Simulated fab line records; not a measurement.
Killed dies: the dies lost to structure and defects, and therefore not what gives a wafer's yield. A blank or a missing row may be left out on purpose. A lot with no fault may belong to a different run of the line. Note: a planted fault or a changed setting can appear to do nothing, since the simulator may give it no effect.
fab line records	flow nand_harc
record lots=12	wafers=35	last_day=33
route steps=1302 shown A_CHANNEL_HOLE_D1@468 END@1302
lots that met no fault: from a run of the same line without faults
start_h: the number of hours between the record's first day and the start of the first shown wafer of the lot	wait_h: time in hours since the lot's previous step	" the same as in the row above	L1.1+2: a row that stands for several wafers	- no value present, or no start provided	* or withheld: withheld	< > ~ a bound
route shown NAME@n: a module of which the file shows steps, and the number in the route of the first	usual: mean and standard deviation over wafers with no fault	same: alike in all rows	chamber/n: place in a boat	sites: per-site readings	_std_site: the values' standard deviation	_edge_site: outer sites' mean less inner sites'	radius_mm: how far each site lies from the wafer's centre	mask NAME#n: copy n	behind: the last tool/chamber to shape the wafer	hold: the reason the lot was held/the length of the hold in hours/how it ended	device: transistor that didn't switch, given as n, p or np	end of line: the same wafers' tests at the end of the route	step lacking rows: just its recipe	killed: count of dies lost to structure and defects at first sort (not the wafer's yield)	map: dies across one wafer; x = killed, . = not, _ = none there
set.NAME: the setting as run; set.NAME@STEP: as run at that earlier step	model.NAME: the simulator's own value behind a step, which no gauge read
route steps across a sampled set of lots; one table per step, one row per wafer
services: the hour from which a tool's chamber was out of use, counted from the record's first day as start_h (under 0 if before that day), plus the number of hours and why
## steps
# step NHARC_A_CHANNEL_HOLE_D1_ETCH_34
# recipe target_depth_a=1540	time_s=77	cf4_flow_sccm=100	chf3_flow_sccm=30	ar_flow_sccm=0	rf_w=500	bias_w=200	chemistry=CF4/CHF3
# usual drypump_motor_current_A=5.6/0.46	oes_product_au=0.948/0.022	rf_vpp_V=370.4/1.9	run_length_s=98.4/0.54	showerhead_plenum_p_Torr=1.57/0.054	throttle_valve_pct=16.802/0.0091
lot.wafer	tool	chamber	start_h	wait_h	drypump_motor_current_A	oes_product_au	rf_hours_counter_h	rf_vpp_V	run_length_s	showerhead_plenum_p_Torr	throttle_valve_pct
L443.4	rie_diel-09	2	176.17	-	5.5	0.953	7	373.5	98.5	1.63	16.799
L443.3	"	3	"	"	6.6	0.967	7	371.0	98.6	1.60	16.794
L443.6	"	1	"	"	5.7	0.942	-	370.3	98.8	1.58	16.802
L445.4	rie_diel-09	0	201.04	-	5.7	0.938	14	369.7	98.5	1.56	16.784
L445.2	"	2	"	"	5.5	0.973	16	374.1	98.6	1.63	16.792
L445.5	"	0	"	"	5.7	0.927	-	370.6	98.9	1.56	16.814
L448.2	rie_diel-09	0	232.68	-	5.7	0.967	24	369.3	98.8	1.56	16.787
L448.4	"	2	"	"	5.5	0.964	25	370.5	98.2	1.63	16.800
L448.6	"	0	"	"	5.8	0.955	-	371.3	98.4	1.56	16.792
L453.2	rie_diel-09	2	285.20	-	5.5	0.966	47	373.1	91.0	1.62	16.802
L453.1	"	1	"	"	5.7	0.949	39	370.3	98.9	1.57	16.812
L454.4	rie_diel-09	3	285.99	-	6.6	0.949	46	371.4	98.8	1.59	16.800
L454.3	"	0	"	"	5.7	0.938	40	370.2	91.8	1.56	16.809
L454.6	"	3	"	"	6.6	0.953	-	372.5	98.8	1.59	16.812
L456.3	rie_diel-13	1	310.51	-	4.7	0.917	10	373.2	97.6	1.63	16.790
L456.2	"	3	"	"	5.9	0.915	9	368.9	98.8	1.49	16.817
L456.6	"	1	"	"	4.7	0.898	-	371.7	97.7	1.63	16.805
L457.2	rie_diel-03	2	329.14	-	4.8	0.956	13	369.5	98.8	1.55	16.797
L457.4	"	3	"	"	5.7	0.961	-	374.5	98.5	1.70	16.790
L457.5	"	1	"	"	6.1	0.946	-	369.8	98.9	1.56	16.799
L462.4	rie_diel-13	2	372.79	-	5.6	0.978	1	367.5	98.5	1.50	16.815
L462.2	"	0	"	"	5.6	0.961	1	370.7	97.7	1.57	16.784
L462.1	"	1	"	"	4.8	0.946	1	371.6	97.7	1.63	16.802
L463.2	rie_diel-13	0	384.57	-	5.6	0.974	2	372.0	97.8	1.57	16.801
L463.5	"	3	"	"	5.9	0.948	-	366.4	99.2	1.49	16.814
L463.6	"	0	"	"	5.6	0.974	-	371.0	97.7	1.57	16.797
L464.3	rie_diel-13	1	393.39	-	4.7	0.936	3	370.9	97.5	1.63	16.803
L464.6	"	3	"	"	5.9	0.941	-	367.7	98.8	1.49	16.797
L464.5	"	0	"	"	5.6	0.962	-	370.0	97.7	1.57	16.803
L465.4	rie_diel-13	1	409.20	-	4.7	0.941	4	371.3	97.8	1.63	16.794
L465.6	"	1	"	"	4.7	0.939	-	371.4	97.5	1.63	16.790
L465.5	"	2	"	"	5.6	0.951	-	367.9	97.9	1.50	16.798
L466.3	rie_diel-09	3	416.34	-	6.6	0.960	35	370.4	98.9	1.57	16.800
L466.5	"	1	"	"	5.7	0.941	-	372.1	99.3	1.56	16.803
L466.6	"	2	"	"	5.5	0.932	-	371.0	98.4	1.61	16.809
# step NHARC_A_CHANNEL_HOLE_D1_CD_MEAS_18
# usual cd_nm=99.3/2.5
lot.wafer	tool	chamber	start_h	wait_h	cd_nm
L443.3	cd_sem-03	-	176.84	-	98.8
L443.4	"	-	"	"	96.5
L443.6	"	-	"	"	96.6
L445.2	cd_sem-02	-	201.72	-	99.8
L445.4	"	-	"	"	97.3
L445.5	"	-	"	"	98.3
L448.2	cd_sem-01	-	233.36	-	98.3
L448.4	"	-	"	"	99.1
L448.6	"	-	"	"	99.1
L453.1	cd_sem-01	-	285.87	-	97.6
L453.2	"	-	"	"	97.9
L454.3	cd_sem-01	-	286.67	-	95.8
L454.4	"	-	"	"	92.4
L454.6	"	-	"	"	93.1
L456.2	cd_sem-01	-	311.19	-	102.0
L456.3	"	-	"	"	97.1
L456.6	"	-	"	"	98.7
L457.2	cd_sem-01	-	329.95	-	98.5
L457.4	"	-	"	"	101.2
L457.5	"	-	"	"	99.2
L462.1	cd_sem-01	-	373.47	-	100.0
L462.2	"	-	"	"	102.0
L462.4	"	-	"	"	103.1
L463.2	cd_sem-03	-	385.25	-	104.0
L463.5	"	-	"	"	99.0
L463.6	"	-	"	"	99.5
L464.3	cd_sem-03	-	394.05	-	99.7
L464.5	"	-	"	"	99.2
L464.6	"	-	"	"	99.9
L465.4	cd_sem-01	-	409.89	-	101.4
L465.5	"	-	"	"	99.6
L465.6	"	-	"	"	100.7
L466.3	cd_sem-02	-	417.01	-	96.1
L466.5	"	-	"	"	96.0
L466.6	"	-	"	"	99.8
# step NHARC_A_CHANNEL_HOLE_D1_ETCH_24
# recipe bias_v=5000	source_w=withheld	pressure_mtorr=20	time_s=906.2	ar_flow_sccm=375	c4f8_flow_sccm=93.8	o2_flow_sccm=31.2	temp_c=-20	target_depth_a=15000	chemistry=C4F8/O2/Ar
# usual drypump_motor_current_A=6.3/0.37	run_length_s=891.2/0	showerhead_plenum_p_Torr=3.68/0.077	throttle_valve_pct=32.236/0.0086
lot.wafer	tool	chamber	start_h	wait_h	drypump_motor_current_A	rf_hours_counter_h	run_length_s	showerhead_plenum_p_Torr	throttle_valve_pct
L443.3	har_etch-02	1	179.31	0.6	6.2	-	891.2	3.59	32.246
L443.4	"	0	"	"	6.6	-	891.2	3.76	32.235
L443.6	"	1	"	"	6.2	-	891.2	3.59	32.218
L445.2	har_etch-01	0	206.30	0.6	6.5	102	891.2	3.72	32.227
L445.4	"	1	"	"	5.7	-	891.2	3.69	32.240
L445.5	"	0	"	"	6.5	-	891.2	3.72	32.234
L448.2	har_etch-01	0	240.56	0.6	6.6	121	891.2	3.71	32.239
L448.4	"	0	"	"	6.6	-	891.2	3.71	32.229
L448.6	"	1	"	"	5.7	-	891.2	3.68	32.240
L453.2	har_etch-01	0	288.64	0.6	6.5	148	891.2	3.70	32.240
L453.1	"	1	"	"	5.7	148	891.2	3.66	32.240
L454.4	har_etch-02	0	290.89	0.6	6.6	-	891.2	3.73	32.245
L454.3	"	1	"	"	6.2	-	891.2	3.56	32.246
L454.6	"	1	"	"	6.2	-	891.2	3.56	32.245
L456.2	har_etch-02	1	313.50	0.6	6.2	372	891.2	3.55	32.235
L456.3	"	0	"	"	6.6	-	891.2	3.72	32.221
L456.6	"	1	"	"	6.2	-	891.2	3.55	32.236
L457.2	har_etch-02	1	334.68	0.6	6.2	387	891.2	3.55	32.242
L457.4	"	1	"	"	6.2	-	891.2	3.55	32.242
L457.5	"	0	"	"	6.6	-	891.2	3.71	32.234
L462.1	har_etch-01	0	375.67	0.6	6.6	197	891.2	3.67	32.255
L462.2	"	1	"	"	5.7	197	891.2	3.64	32.222
L462.4	"	1	"	"	5.7	-	891.2	3.64	32.234
L463.2	har_etch-01	0	387.87	0.6	6.6	209	891.2	3.66	32.223
L463.6	"	0	"	"	6.6	-	891.2	3.66	32.243
L463.5	"	1	"	"	5.7	-	891.2	3.63	32.231
L464.3	har_etch-01	1	397.78	0.6	5.7	-	891.2	3.63	32.227
L464.6	"	0	"	"	6.6	-	891.2	3.66	32.226
L464.5	"	1	"	"	5.7	-	891.2	3.63	32.239
L465.4	har_etch-02	0	413.44	0.6	6.6	-	891.2	3.69	32.240
L465.5	"	0	"	"	6.6	-	891.2	3.69	32.245
L465.6	"	1	"	"	6.2	-	891.2	3.92	32.241
L466.3	har_etch-02	1	419.45	0.6	6.2	-	891.2	3.92	32.223
L466.5	"	1	"	"	6.2	-	891.2	3.92	32.228
L466.6	"	0	"	"	6.6	-	891.2	3.69	32.251
# step NHARC_A_CHANNEL_HOLE_D1_ETCH_26
# recipe bias_v=300	source_w=2000	pressure_mtorr=30	time_s=224.1	ar_flow_sccm=375	c4f8_flow_sccm=11.4	o2_flow_sccm=113.6	temp_c=-20	target_depth_a=3000	chemistry=C4F8/O2/Ar
# usual drypump_motor_current_A=6.3/0.37	run_length_s=209.1/0	showerhead_plenum_p_Torr=3.73/0.082	throttle_valve_pct=24.583/0.009
lot.wafer	tool	chamber	start_h	wait_h	drypump_motor_current_A	rf_hours_counter_h	run_length_s	showerhead_plenum_p_Torr	throttle_valve_pct
L443.3	har_etch-02	1	180.76	0.5	6.2	-	209.1	3.64	24.583
L443.4	"	0	"	"	6.6	-	209.1	3.82	24.571
L443.6	"	1	"	"	6.2	-	209.1	3.64	24.582
L445.2	har_etch-01	0	207.95	0.7	6.6	103	209.1	3.77	24.599
L445.4	"	1	"	"	5.7	-	209.1	3.74	24.587
L445.5	"	0	"	"	6.6	-	209.1	3.77	24.583
L448.2	har_etch-01	0	242.22	0.7	6.5	122	209.1	3.76	24.598
L448.4	"	0	"	"	6.5	-	209.1	3.76	24.589
L448.6	"	1	"	"	5.7	-	209.1	3.73	24.569
L453.2	har_etch-01	0	290.28	0.7	6.5	149	209.1	3.75	24.610
L453.1	"	1	"	"	5.7	149	209.1	3.71	24.568
L454.4	har_etch-02	0	292.32	0.5	6.6	-	209.1	3.78	24.585
L454.3	"	1	"	"	6.2	-	209.1	3.60	24.604
L454.6	"	1	"	"	6.2	-	209.1	3.60	24.575
L456.2	har_etch-02	1	315.06	0.6	6.2	373	209.1	3.60	24.589
L456.3	"	0	"	"	6.6	-	209.1	3.77	24.593
L456.6	"	1	"	"	6.2	-	209.1	3.60	24.583
L457.2	har_etch-02	1	-	-	6.2	388	209.1	3.59	24.582
L457.4	"	1	"	"	6.2	-	209.1	3.59	24.571
L457.5	"	0	"	"	6.6	-	209.1	3.76	24.569
L462.1	har_etch-01	0	377.33	0.7	6.6	199	209.1	3.72	24.586
L462.2	"	1	"	"	5.7	199	209.1	3.68	24.587
L462.4	"	1	"	"	5.7	-	209.1	3.68	24.574
L463.2	har_etch-01	0	389.51	0.7	6.6	210	209.1	3.71	24.591
L463.6	"	0	"	"	6.6	-	209.1	3.71	24.577
L463.5	"	1	"	"	5.7	-	209.1	3.68	24.585
L464.3	har_etch-01	1	399.15	0.4	5.7	-	209.1	3.67	24.587
L464.6	"	0	"	"	6.6	-	209.1	3.71	24.580
L464.5	"	1	"	"	5.7	-	209.1	3.67	24.584
L465.4	har_etch-02	0	414.88	0.5	6.6	-	209.1	3.74	24.577
L465.5	"	0	"	"	6.6	-	209.1	3.74	24.600
L465.6	"	1	"	"	6.2	-	209.1	3.99	24.578
L466.3	har_etch-02	1	420.89	0.5	6.2	-	209.1	3.98	24.589
L466.5	"	1	"	"	6.2	-	209.1	3.98	24.575
L466.6	"	0	"	"	6.6	-	209.1	3.74	24.569
# step NHARC_END_SORT_01
# recipe temp_c=25
# usual killed_at_array=49/18	killed_at_other=0.7/1.1	killed_at_periphery=4.0/2.6	killed_dies=54/19	killed_open=3.4/1.7	killed_short=2.5/1.7
# same gross_dies=677
lot.wafer	tool	chamber	start_h	wait_h	killed_at_array	killed_at_other	killed_at_periphery	killed_dies	killed_open	killed_short
L443.3	prober-01	0	560.96	3.1	45	1	3	49	3	1
L443.4	prober-01	0	561.77	3.4	59	2	1	62	2	4
L443.6	prober-01	0	563.37	4.0	41	0	5	46	5	0
L445.2	prober-01	0	577.58	2.8	50	0	0	50	1	1
L445.4	prober-01	0	579.18	3.4	44	0	1	45	5	3
L445.5	prober-01	0	579.98	3.7	49	0	2	51	2	1
L448.2	prober-01	0	603.47	2.8	29	0	2	31	2	0
L448.4	prober-01	0	605.06	3.4	52	1	2	55	1	2
L448.6	prober-01	0	606.65	4.0	22	2	0	24	0	0
L453.1	prober-02	0	658.71	2.5	32	0	1	33	1	3
L453.2	prober-02	0	659.48	2.8	90	3	2	95	3	2
L454.3	prober-01	0	660.26	3.1	124	0	6	130	2	0
L454.4	prober-01	0	661.06	3.4	90	0	4	94	4	2
L454.6	prober-01	0	662.66	4.0	66	1	6	73	4	1
L456.2	prober-01	0	679.80	2.8	68	4	6	78	1	3
L456.3	prober-01	0	680.60	3.1	80	0	12	92	5	2
L456.6	prober-01	0	683.02	4.0	69	0	7	76	7	0
L457.2	prober-01	0	693.28	2.8	59	1	5	65	3	3
L457.4	prober-01	0	694.89	3.4	53	1	3	57	3	1
L457.5	prober-01	0	695.69	3.7	64	2	7	73	4	1
L462.1	prober-01	0	743.69	2.5	20	0	1	21	0	2
L462.2	prober-01	0	744.49	2.8	29	0	4	33	4	3
L462.4	prober-01	0	746.11	3.4	19	0	2	21	3	1
L463.2	prober-01	0	760.54	2.8	40	2	0	42	2	3
L463.5	prober-01	0	762.97	3.7	46	0	0	46	1	4
L463.6	prober-01	0	763.78	4.0	63	0	2	65	4	2
L464.3	prober-02	0	772.32	3.1	48	4	3	55	3	2
L464.5	prober-02	0	773.95	3.8	65	3	5	73	3	7
L464.6	prober-02	0	774.76	4.1	32	3	4	39	4	1
L465.4	prober-02	0	785.10	3.4	62	0	3	65	3	4
L465.5	prober-02	0	785.91	3.7	57	0	2	59	2	1
L465.6	prober-02	0	786.72	4.0	46	0	3	49	2	4
L466.3	prober-01	0	792.16	3.2	16	1	5	22	4	3
L466.5	prober-01	0	793.78	3.8	21	0	4	25	3	2
L466.6	prober-01	0	794.59	4.1	32	0	5	37	5	7
# killed by level:class
L443.3 A_SLIT:chamber_film_flake=16 A_CHANNEL_HOLE_D1:chamber_film_flake=15 A_CONTACT:chamber_film_flake=5 A_CHANNEL_HOLE_D2:chamber_film_flake=4 P_GATE:chamber_film_flake=2 A_STAIRCASE:chamber_film_flake=2 P_M0:geometric_particle:open=1 A_DECK1_JOINT:geometric_particle:short=1
L443.4 A_CHANNEL_HOLE_D1:chamber_film_flake=26 A_SLIT:chamber_film_flake=20 A_CONTACT:chamber_film_flake=4 A_CHANNEL_HOLE_D2:chamber_film_flake=2 P_GATE:geometric_particle:short=1 A_CHANNEL_FILL_D2:geometric_particle:short=1 A_ONON_D1:geometric_particle:short=1 A_WL_FILL:geometric_particle:short=1
L443.6 A_SLIT:chamber_film_flake=18 A_CHANNEL_HOLE_D1:chamber_film_flake=12 A_CHANNEL_HOLE_D2:chamber_film_flake=4 A_ONON_D1:geometric_particle:open=3 P_GATE:chamber_film_flake=3 P_GATE:geometric_particle:open=1 A_WL_FILL:geometric_particle:open=1 P_ZERO_WELL:chamber_film_flake=1
L445.2 A_SLIT:chamber_film_flake=18 A_CHANNEL_HOLE_D2:chamber_film_flake=9 A_STAIRCASE:chamber_film_flake=9 A_CONTACT:chamber_film_flake=4 A_DECK1_JOINT:chamber_film_flake=2 A_CHANNEL_FILL_D2:chamber_film_flake=2 A_SGD_CUT:chamber_film_flake=2 A_CHANNEL_FILL_D1:geometric_particle:short=1
L445.4 A_SLIT:chamber_film_flake=13 A_CHANNEL_HOLE_D2:chamber_film_flake=10 A_CONTACT:chamber_film_flake=6 A_STAIRCASE:chamber_film_flake=5 A_ONON_D1:geometric_particle:open=2 A_M1:geometric_particle:short=2 P_M0:geometric_particle:open=1 A_ONON_D2:geometric_particle:short=1
L445.5 A_SLIT:chamber_film_flake=20 A_CHANNEL_HOLE_D2:chamber_film_flake=9 A_CONTACT:chamber_film_flake=6 A_STAIRCASE:chamber_film_flake=5 A_DECK1_JOINT:chamber_film_flake=3 A_WL_FILL:chamber_film_flake=2 P_M0:geometric_particle:open=1 A_ONON_D2:geometric_particle:short=1
L448.2 A_CHANNEL_HOLE_D2:chamber_film_flake=13 A_SGD_CUT:chamber_film_flake=5 A_CONTACT:chamber_film_flake=5 A_CHANNEL_HOLE_D1:chamber_film_flake=2 A_DECK1_JOINT:chamber_film_flake=2 P_M0:geometric_particle:open=1 A_M0:geometric_particle:open=1 P_M1:chamber_film_flake=1
L448.4 A_CHANNEL_HOLE_D2:chamber_film_flake=33 A_SGD_CUT:chamber_film_flake=5 A_CHANNEL_HOLE_D1:chamber_film_flake=4 A_CONTACT:chamber_film_flake=4 A_CHANNEL_FILL_D1:chamber_film_flake=2 P_CONTACT:geometric_particle:short=1 A_CHANNEL_FILL_D1:geometric_particle:short=1 A_M0:geometric_particle:open=1
L448.6 A_CHANNEL_HOLE_D2:chamber_film_flake=15 A_CHANNEL_HOLE_D1:chamber_film_flake=3 A_CONTACT:chamber_film_flake=2 THIN_TSV:chamber_film_flake=2 A_CHANNEL_FILL_D1:chamber_film_flake=1 A_SLIT:chamber_film_flake=1
L453.1 A_CHANNEL_HOLE_D1:chamber_film_flake=14 A_CONTACT:chamber_film_flake=4 A_ZERO_WELL:chamber_film_flake=3 A_CHANNEL_HOLE_D2:unspecified=2 A_SGD_CUT:chamber_film_flake=2 A_M0:chamber_film_flake=2 A_CHANNEL_FILL_D1:geometric_particle:short=1 A_ONON_D2:geometric_particle:open=1
L453.2 A_CHANNEL_HOLE_D1:area_etch=54 A_CHANNEL_HOLE_D1:chamber_film_flake=13 A_CONTACT:chamber_film_flake=6 A_ZERO_WELL:chamber_film_flake=5 A_CHANNEL_HOLE_D2:unspecified=4 A_STAIRCASE:chamber_film_flake=3 STARTING-WAFER:geometric_particle:open=2 A_M0:chamber_film_flake=2
L454.3 A_CHANNEL_HOLE_D1:area_etch=60 A_SLIT:chamber_film_flake=27 A_CHANNEL_HOLE_D1:chamber_film_flake=16 A_CHANNEL_HOLE_D2:chamber_film_flake=9 P_GATE:chamber_film_flake=5 A_CONTACT:chamber_film_flake=5 A_M0:chamber_film_flake=3 P_CONTACT:geometric_particle:open=1
L454.4 A_CHANNEL_HOLE_D1:chamber_film_flake=37 A_SLIT:chamber_film_flake=21 A_CHANNEL_HOLE_D2:chamber_film_flake=8 A_ZERO_WELL:chamber_film_flake=4 A_M0:chamber_film_flake=4 A_CONTACT:chamber_film_flake=4 A_STAIRCASE:chamber_film_flake=3 A_CHANNEL_FILL_D2:chamber_film_flake=2
L454.6 A_SLIT:chamber_film_flake=26 A_CHANNEL_HOLE_D1:chamber_film_flake=15 A_CHANNEL_HOLE_D2:chamber_film_flake=8 A_CONTACT:chamber_film_flake=7 P_GATE:chamber_film_flake=3 A_CHANNEL_FILL_D2:chamber_film_flake=3 A_ZERO_WELL:chamber_film_flake=2 P_GATE:geometric_particle:open=1
L456.2 A_SLIT:chamber_film_flake=34 A_CHANNEL_HOLE_D1:chamber_film_flake=15 A_CONTACT:chamber_film_flake=11 THIN_TSV:chamber_film_flake=4 A_STAIRCASE:chamber_film_flake=3 P_CONTACT:geometric_particle:short=2 P_CONTACT:chamber_film_flake=2 P_M2:chamber_film_flake=2
L456.3 A_CHANNEL_HOLE_D1:chamber_film_flake=34 A_SLIT:chamber_film_flake=31 A_CONTACT:chamber_film_flake=8 P_CONTACT:chamber_film_flake=5 P_ZERO_WELL:chamber_film_flake=2 A_M0:chamber_film_flake=2 P_STI:geometric_particle:open=1 P_CONTACT:geometric_particle:open=1
L456.6 A_SLIT:chamber_film_flake=27 A_CONTACT:chamber_film_flake=21 A_CHANNEL_HOLE_D1:chamber_film_flake=13 P_M2:chamber_film_flake=3 A_ONON_D1:geometric_particle:open=2 A_CHANNEL_FILL_D1:geometric_particle:open=2 P_CONTACT:chamber_film_flake=2 P_M0:geometric_particle:open=1
L457.2 A_CHANNEL_HOLE_D2:chamber_film_flake=23 A_CHANNEL_HOLE_D1:chamber_film_flake=18 A_STAIRCASE:chamber_film_flake=4 A_SLIT:chamber_film_flake=4 P_GATE:chamber_film_flake=3 A_CHANNEL_FILL_D2:geometric_particle:short=2 A_CONTACT:chamber_film_flake=2 A_ONON_D1:geometric_particle:short=1
L457.4 A_CHANNEL_HOLE_D2:chamber_film_flake=25 A_CHANNEL_HOLE_D1:chamber_film_flake=15 A_CONTACT:chamber_film_flake=4 A_STAIRCASE:chamber_film_flake=3 A_CHANNEL_FILL_D2:geometric_particle:open=2 A_WL_FILL:chamber_film_flake=2 P_CONTACT:geometric_particle:open=1 A_DECK1_JOINT:geometric_particle:short=1
L457.5 A_CHANNEL_HOLE_D1:chamber_film_flake=31 A_CHANNEL_HOLE_D2:chamber_film_flake=18 A_STAIRCASE:chamber_film_flake=6 P_GATE:chamber_film_flake=3 P_CONTACT:geometric_particle:open=2 P_ZERO_WELL:chamber_film_flake=2 THIN_TSV:chamber_film_flake=2 A_SLIT:chamber_film_flake=2
L462.1 A_CHANNEL_HOLE_D1:chamber_film_flake=7 A_SLIT:chamber_film_flake=7 A_STAIRCASE:chamber_film_flake=2 A_ONON_D1:geometric_particle:short=1 A_ONON_D2:geometric_particle:short=1 P_BONDPAD:chamber_film_flake=1 A_WL_FILL:chamber_film_flake=1 A_CONTACT:chamber_film_flake=1
L462.2 A_CHANNEL_HOLE_D1:chamber_film_flake=14 A_SLIT:chamber_film_flake=3 A_WL_FILL:chamber_film_flake=3 P_GATE:chamber_film_flake=2 A_STAIRCASE:chamber_film_flake=2 P_M0:geometric_particle:short=1 A_ONON_D1:geometric_particle:short=1 A_DECK1_JOINT:geometric_particle:short=1
L462.4 A_CHANNEL_HOLE_D1:chamber_film_flake=7 A_SLIT:chamber_film_flake=4 A_STAIRCASE:chamber_film_flake=3 P_CONTACT:geometric_particle:short=1 A_CHANNEL_HOLE_D2:geometric_particle:open=1 A_WL_FILL:geometric_particle:open=1 A_M0:geometric_particle:open=1 P_BONDPAD:chamber_film_flake=1
L463.2 A_SLIT:chamber_film_flake=18 A_CHANNEL_HOLE_D1:chamber_film_flake=5 A_CHANNEL_HOLE_D2:chamber_film_flake=4 A_STAIRCASE:chamber_film_flake=3 A_CONTACT:chamber_film_flake=3 A_WL_FILL:geometric_particle:short=2 A_DECK1_JOINT:chamber_film_flake=2 A_CHANNEL_FILL_D1:geometric_particle:open=1
L463.5 A_SLIT:chamber_film_flake=15 A_CHANNEL_HOLE_D1:chamber_film_flake=11 A_STAIRCASE:chamber_film_flake=6 A_CHANNEL_HOLE_D2:chamber_film_flake=4 A_CONTACT:chamber_film_flake=4 A_CHANNEL_HOLE_D1:geometric_particle:short=1 A_CHANNEL_FILL_D1:geometric_particle:short=1 A_DECK1_JOINT:geometric_particle:short=1
L463.6 A_SLIT:chamber_film_flake=28 A_CHANNEL_HOLE_D1:chamber_film_flake=10 A_CHANNEL_HOLE_D2:chamber_film_flake=8 A_STAIRCASE:chamber_film_flake=7 A_CONTACT:chamber_film_flake=3 A_ONON_D1:geometric_particle:short=2 A_ONON_D1:geometric_particle:open=1 A_WL_FILL:geometric_particle:open=1
L464.3 A_CHANNEL_HOLE_D2:chamber_film_flake=14 A_CHANNEL_HOLE_D1:chamber_film_flake=13 A_SLIT:chamber_film_flake=10 A_CONTACT:chamber_film_flake=4 THIN_TSV:chamber_film_flake=4 P_M0:geometric_particle:open=2 A_STAIRCASE:chamber_film_flake=2 P_CONTACT:geometric_particle:short=1
L464.5 A_CHANNEL_HOLE_D2:chamber_film_flake=25 A_CONTACT:chamber_film_flake=11 A_SLIT:chamber_film_flake=11 A_CHANNEL_HOLE_D1:chamber_film_flake=9 THIN_TSV:chamber_film_flake=3 P_M0:geometric_particle:short=2 A_CHANNEL_FILL_D1:geometric_particle:short=2 A_CHANNEL_FILL_D2:geometric_particle:short=2
L464.6 A_CHANNEL_HOLE_D2:chamber_film_flake=14 A_CHANNEL_HOLE_D1:chamber_film_flake=5 A_SLIT:chamber_film_flake=5 A_CONTACT:chamber_film_flake=5 THIN_TSV:chamber_film_flake=3 P_M0:geometric_particle:open=2 P_M0:geometric_particle:short=1 P_M1:geometric_particle:open=1
L465.4 A_SLIT:chamber_film_flake=29 A_CHANNEL_HOLE_D2:chamber_film_flake=13 A_CONTACT:chamber_film_flake=4 A_CHANNEL_FILL_D1:chamber_film_flake=3 A_CHANNEL_HOLE_D1:chamber_film_flake=2 A_DECK1_JOINT:chamber_film_flake=2 A_SGD_CUT:chamber_film_flake=2 P_M1:geometric_particle:short=1
L465.5 A_SLIT:chamber_film_flake=24 A_CHANNEL_HOLE_D2:chamber_film_flake=17 A_CONTACT:chamber_film_flake=4 A_CHANNEL_FILL_D1:chamber_film_flake=3 P_STI:chamber_film_flake=2 A_DECK1_JOINT:chamber_film_flake=2 A_STAIRCASE:chamber_film_flake=2 A_CHANNEL_FILL_D1:geometric_particle:short=1
L465.6 A_SLIT:chamber_film_flake=18 A_CHANNEL_HOLE_D2:chamber_film_flake=9 A_CONTACT:chamber_film_flake=5 A_DECK1_JOINT:chamber_film_flake=4 A_CHANNEL_FILL_D1:chamber_film_flake=3 A_SGD_CUT:chamber_film_flake=2 P_GATE:geometric_particle:open=1 P_M1:geometric_particle:short=1
L466.3 A_CONTACT:chamber_film_flake=5 A_SLIT:chamber_film_flake=4 P_CONTACT:geometric_particle:open=1 P_M2:geometric_particle:short=1 P_BONDPAD:geometric_particle:short=1 A_SOURCE_PLATE:geometric_particle:short=1 A_DECK1_JOINT:geometric_particle:open=1 A_CONTACT:geometric_particle:open=1
L466.5 A_CONTACT:chamber_film_flake=11 A_SLIT:chamber_film_flake=4 P_BONDPAD:chamber_film_flake=2 P_CONTACT:geometric_particle:short=1 A_ONON_D1:geometric_particle:open=1 A_ONON_D1:geometric_particle:short=1 A_CHANNEL_FILL_D1:geometric_particle:open=1 A_CHANNEL_FILL_D2:geometric_particle:open=1
L466.6 A_SLIT:chamber_film_flake=9 A_CONTACT:chamber_film_flake=9 A_CHANNEL_FILL_D1:geometric_particle:open=2 P_BONDPAD:chamber_film_flake=2 A_DECK1_JOINT:chamber_film_flake=2 P_CONTACT:geometric_particle:open=1 P_M0:geometric_particle:short=1 A_CHANNEL_FILL_D1:geometric_particle:short=1
## services
tool	chamber	start_h	hours	kind
rie_diel-03	2	158.83	4.5	repair
rie_diel-13	-	165.00	9.0	pm
rie_diel-03	1	192.97	16.2	repair
rie_diel-13	3	200.01	6.2	repair
rie_diel-09	1	225.39	4.6	repair
rie_diel-09	-	239.67	0.2	repair
rie_diel-03	-	281.56	9.0	pm
rie_diel-13	-	284.48	3.6	repair
rie_diel-03	0	294.78	38.2	repair
rie_diel-03	3	303.46	1.5	repair
rie_diel-09	0	317.77	5.8	repair
rie_diel-09	-	322.47	9.0	pm
rie_diel-13	2	337.79	12.6	repair
rie_diel-13	-	342.00	9.0	pm
rie_diel-13	3	355.59	5.7	repair
har_etch-02	-	378.94	17.0	pm
har_etch-02	0	378.94	17.0	vent_cycle
har_etch-02	1	378.94	17.0	vent_cycle
har_etch-02	0	395.94	-	clean
har_etch-02	0	395.94	-	consumable_replace:esc
har_etch-02	0	395.94	-	consumable_replace:focus_ring
har_etch-02	1	395.94	-	clean
har_etch-02	1	395.94	-	consumable_replace:focus_ring
har_etch-02	1	395.94	-	consumable_replace:showerhead
## key
first_sign step=NHARC_A_CHANNEL_HOLE_D1_ETCH_34	reading=run_length_s	direction=down	sigmas=13	usual=*	struck=*
effect step=NHARC_END_SORT_01	reading=killed_at_array	direction=up	sigmas=3.2	usual=49	struck=107
more_kills_born_at NHARC_A_CHANNEL_HOLE_D1_ETCH_34@rie_diel-09=114
met_at NHARC_A_CHANNEL_HOLE_D1_ETCH_34
struck_lots L453,L454
struck_wafers L453.2,L454.3
tester_left_out L453,L454
not_acting_at NHARC_A_CHANNEL_HOLE_D1_CD_MEAS_18,NHARC_A_CHANNEL_HOLE_D1_ETCH_24,NHARC_A_CHANNEL_HOLE_D1_ETCH_26
onset_between 232.68 285.20
fault kind=process_parameter_drift	tool=rie_diel-09	chamber=-	onset_h=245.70	steps=NHARC_A_CHANNEL_HOLE_D1_ETCH_34	channel=time_s	offset=*	shape=step	end_h=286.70	scope=struck_wafers_only	acts_in=*	stated=*
# tester_left_out: of these lots the tester's yield and bins aren't shown, on N5 and GAA mostly nor the transistor test; their killed dies are dies lost to structure and defects alone, not to doping, threshold or leakage, so they don't give the yield
